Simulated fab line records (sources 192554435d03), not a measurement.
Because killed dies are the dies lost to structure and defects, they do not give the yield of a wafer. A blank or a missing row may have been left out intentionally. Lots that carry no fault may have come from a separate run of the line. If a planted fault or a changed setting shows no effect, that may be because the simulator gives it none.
Chamber matching || flow n5Finfet || N5_MOL_CONTACT_COAG_ETCH_15 on rieDiel-06: 4 sister chambers
The step etches SiNx in CH3F/O2, stops on Si:P, target depth 7 nm. 4 wafers are shown with their chamber, then 8 later ones without.

WAFERS, EACH WITH ITS CHAMBER
{"wafer": "L088.2", "chamber": 0, "drypumpMotorCurrentA (A)": 6.8}
{"wafer": "L088.3", "chamber": 2, "drypumpMotorCurrentA (A)": 5.9}
{"wafer": "L088.5", "chamber": 1, "drypumpMotorCurrentA (A)": 5.7}
{"wafer": "L090.1", "chamber": 3, "drypumpMotorCurrentA (A)": 4.9}

WAFERS WHOSE CHAMBER IS MISSING
{"wafer": "L090.3", "drypumpMotorCurrentA (A)": 6.8}
{"wafer": "L090.6", "drypumpMotorCurrentA (A)": 4.9}
{"wafer": "L092.1", "drypumpMotorCurrentA (A)": 5.7}
{"wafer": "L092.4", "drypumpMotorCurrentA (A)": 4.9}
{"wafer": "L092.6", "drypumpMotorCurrentA (A)": 5.7}
{"wafer": "L096.2", "drypumpMotorCurrentA (A)": 4.9}
{"wafer": "L096.3", "drypumpMotorCurrentA (A)": 5.9}
{"wafer": "L096.6", "drypumpMotorCurrentA (A)": 6.0}

EACH ONE'S CHAMBER
{"wafer": "L090.3", "from the rows above": 0, "in truth": 0}
{"wafer": "L090.6", "from the rows above": 3, "in truth": 3}
{"wafer": "L092.1", "from the rows above": 1, "in truth": 1}
{"wafer": "L092.4", "from the rows above": 3, "in truth": 3}
{"wafer": "L092.6", "from the rows above": 1, "in truth": 1}
{"wafer": "L096.2", "from the rows above": 3, "in truth": 3}
{"wafer": "L096.3", "from the rows above": 2, "in truth": 2}
{"wafer": "L096.6", "from the rows above": 2, "in truth": 2}
8 of 8 placed correctly. From these rows, 0 cannot be placed. Placed wrongly: 0.
How it was worked out, from the rows above alone: a wafer's distance from a chamber is the root of the sum, over the readings, of the square of ((its reading less the chamber's mean) divided by the reading's scatter). The wafer belongs to the nearest chamber; if the next one is less than 2 further off, it can't be placed. A chamber's mean is the mean of its shown wafers. The scatter: root of mean squared gap, hidden wafer to nearest shown wafer, with one shown wafer a chamber.
